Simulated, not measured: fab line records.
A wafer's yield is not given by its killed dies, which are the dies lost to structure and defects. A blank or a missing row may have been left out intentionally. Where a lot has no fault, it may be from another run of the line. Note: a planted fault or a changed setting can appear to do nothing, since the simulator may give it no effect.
Problem report, 8D (eight disciplines) form, completed by code / flow n5_finfet / the parts of the form that need people (team, actions taken, sign-off) are left out

1. PROBLEM STATEMENT
Mean M13_ILD_THK at N5_BEOL_M13_THK_MEAS_01: 378 nm over 4 wafers in 2 lots; fault-free wafers: 838 nm, standard deviation 11. Measured from the usual mean, that is -42 standard deviations.
First observed at day 16 06:52: wafer L142.1, on film_metro-01. Wafers with a number at this step in the record: 12, from 4 lots. Rule for "out" (also "out of limits"): further than 4 standard deviations from the usual mean. The rest of the wafers with a number are treated as sound.

2. WHAT IT IS; WHAT IT IS NOT
question=which readings at this step | is=M13_ILD_THK | is not=-
question=which lots | is=L142, L145 | is not=L127, L146
question=which wafers of those lots | is=L142.1, L142.3, L145.1, L145.3 | is not=L142.2, L145.5
question=read on which gauges | is=film_metro-01 | is not=-
question=when | is=from day 16 06:52 | is not=up to then (4 sound wafers); but 4 sound wafers of L145, L146 came after

3. THE SUSPECTS, EACH WITH WHAT RULES IT OUT
Counting: any tool at a process step up to the reading remains a suspect provided it ran every lot that is out. Sound lots after the first of them don't rule it out here, since some wafers of a struck lot are sound.
- the gauge at N5_BEOL_M13_THK_MEAS_01: ruled out. All the wafers that are out were read on film_metro-01, but those of them that N5_BEOL_M13_ILD_DEP_00 has rows for are out there too, on other tools.
- pecvd-02 at N5_BEOL_M13_ILD_DEP_00 (deposits SiOC from DEMS/O2, target thk 837.92 nm, time 166.4 s): kept. It ran every lot that is out, first L142 (day 16 06:43); its last sound lot up to then is L127 (day 11 19:08). On those wafers its own readings are out: run_length_s.
Left after counting: pecvd-02 at N5_BEOL_M13_ILD_DEP_00.

4. THE CAUSE (what the simulator had put in)
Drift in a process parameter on pecvd-02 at N5_BEOL_M13_ILD_DEP_00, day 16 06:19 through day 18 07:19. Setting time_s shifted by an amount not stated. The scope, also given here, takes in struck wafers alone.
This tool alone remained once counting was done.

5. SEQUENCE OF EFFECTS, ordered by route
Each row: a reading whose mean over the struck wafers that have a number lies more than 3 standard deviations from the usual. Readings are gone through only where the record gives a usual standard deviation; hours: the median, over the lots, of the time from a lot's start at the first step in this table giving one to that lot's start at this step; sigmas: the change measured in usual standard deviations.
hours=0; step=N5_BEOL_M13_ILD_DEP_00; reading=run_length_s; usual=211.6 s; on struck wafers=119.0; change=-92.6; sigmas=-99 or more
hours=0; step=N5_BEOL_M13_THK_MEAS_01; reading=M13_ILD_THK; usual=838 nm; on struck wafers=378; change=-460; sigmas=-42
hours=1; step=N5_BEOL_M13_STRIP_63; reading=oes_product_au; usual=0.674 a.u.; on struck wafers=0.791; change=+0.117; sigmas=+22
hours=1; step=N5_BEOL_M13_STRIP_63; reading=strip_time_to_endpoint_s; usual=27.8 s; on struck wafers=64.0; change=+36.2; sigmas=+36
hours=34; step=N5_PASSIVATION_PROBE_49; reading=defect_limited_yield; usual=91.5 %; on struck wafers=0.1; change=-91.5; sigmas=-65
hours=34; step=N5_PASSIVATION_PROBE_49; reading=killed_at_M4_up; usual=13; on struck wafers=1084; change=+1071; sigmas=+99 or more
hours=34; step=N5_PASSIVATION_PROBE_49; reading=killed_dies; usual=100; on struck wafers=1180; change=+1080; sigmas=+64
hours=34; step=N5_PASSIVATION_PROBE_49; reading=killed_on_rim; usual=13; on struck wafers=152; change=+139; sigmas=+36
hours=34; step=N5_PASSIVATION_PROBE_49; reading=sort_n_pass; usual=1080; on struck wafers=0; change=-1080; sigmas=-64
hours=34; step=N5_PASSIVATION_PROBE_49; reading=sort_yield_pct; usual=91.5 %; on struck wafers=0.1; change=-91.5; sigmas=-65
It contains these process steps:
- N5_BEOL_M13_ILD_DEP_00: deposits SiOC from DEMS/O2, target thk 837.92 nm, time 166.4 s.
- N5_BEOL_M13_STRIP_63: strips in N2/H2.
- N5_PASSIVATION_PROBE_49

6. WHAT WOULD HAVE CAUGHT IT SOONER
In this record the first reading out of limits at a measuring or inspecting step was taken at day 16 06:52, 1 hour after the fault began at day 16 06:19.
Tool's own readings at N5_BEOL_M13_ILD_DEP_00, run_length_s: out on all struck wafers the step has rows for; an alarm limit on them would have tripped on the first.
Lots out: 2; of these, L145 started N5_BEOL_M13_ILD_DEP_00 on pecvd-02 after day 16 06:52. Holding the tool at that time would have saved it.
